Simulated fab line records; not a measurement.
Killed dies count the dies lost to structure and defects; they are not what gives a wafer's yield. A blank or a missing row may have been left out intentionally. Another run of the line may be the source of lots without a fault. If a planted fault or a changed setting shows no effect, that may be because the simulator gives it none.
A single fault, viewed from 2 desks	flow n5Finfet	every desk sees just its own numbers, and what lay behind them comes last

FROM THE METROLOGY DESK
Means of the sampled wafers that have a number, per lot and without regard to the tool the lot ran on: this is what the gauges read. If a lot's mean is further than 4 standard deviations from the usual mean, the lot is out of limits and carries the mark OUT (the distance appears in the brackets).
Columns: A = cdNm at N5_BEOL_M10_CD_MEAS_11, usual 64.2 nm
lot	first seen here	A
L709	day 11 20:32	64.9
L711	day 12 10:07	64.9
L713	day 13 07:31	64.3
L714	day 13 11:59	64.0
L717	day 14 14:50	63.5
L722	day 14 23:08	64.8
L720	day 14 23:43	64.8
L723	day 16 09:52	63.4
L728	day 17 11:26	64.2
L729	day 17 16:26	63.4
This desk's finding: nothing out of limits on any of the 10 lots.

TOOL OWNER'S DESK, lithoTrack-05
The tool's own readings at N5_BEOL_M10_COAT_60 (time 60 s, resist thk 30 nm): means of the sampled wafers that have a number, for each lot that ran on this tool. If a lot's mean is further than 4 standard deviations from the usual mean, the lot is out of limits and carries the mark OUT (the distance appears in the brackets).
Columns: A = heaterPowerTotalW at N5_BEOL_M10_COAT_60, usual 427.6 W; B = resistLineTempC at N5_BEOL_M10_COAT_60, usual 23.00 C; C = spinSpeedRpm at N5_BEOL_M10_COAT_60, usual 1500.0 rpm
lot	first seen here	A	B	C
L714	day 13 11:37	425.7	23.08	1499.0
L720	day 14 23:21	427.9	23.01	1500.6
L723	day 16 09:30	430.1	23.09	1498.9
L728	day 17 11:04	427.9	23.08	1835.6 (+99 or more) OUT
L729	day 17 16:12	427.7	23.00	1836.3 (+99 or more) OUT
This desk's verdict: out of limits on L728, L729, starting with L728 at day 17 11:04 (spinSpeedRpm at N5_BEOL_M10_COAT_60). L714, L720, L723: within limits.

ALL TOGETHER
On L728, L729, at day 17 11:04, an alarm was possible from the tool owner's desk.
Metrology desk: nothing out of limits seen.
The metrology desk holds a record of L728, L729, inside its limits.
Of the lots named, all ran N5_BEOL_M10_COAT_60 on lithoTrack-05.

WHAT THE SIMULATOR HAD PUT IN
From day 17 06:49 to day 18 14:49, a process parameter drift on lithoTrack-05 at N5_BEOL_M10_COAT_60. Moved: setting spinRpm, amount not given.
Struck lots among those shown: L728, L729.
Delay in hours, fault start to first out-of-limits reading, by desk: the tool owner's desk at 4.
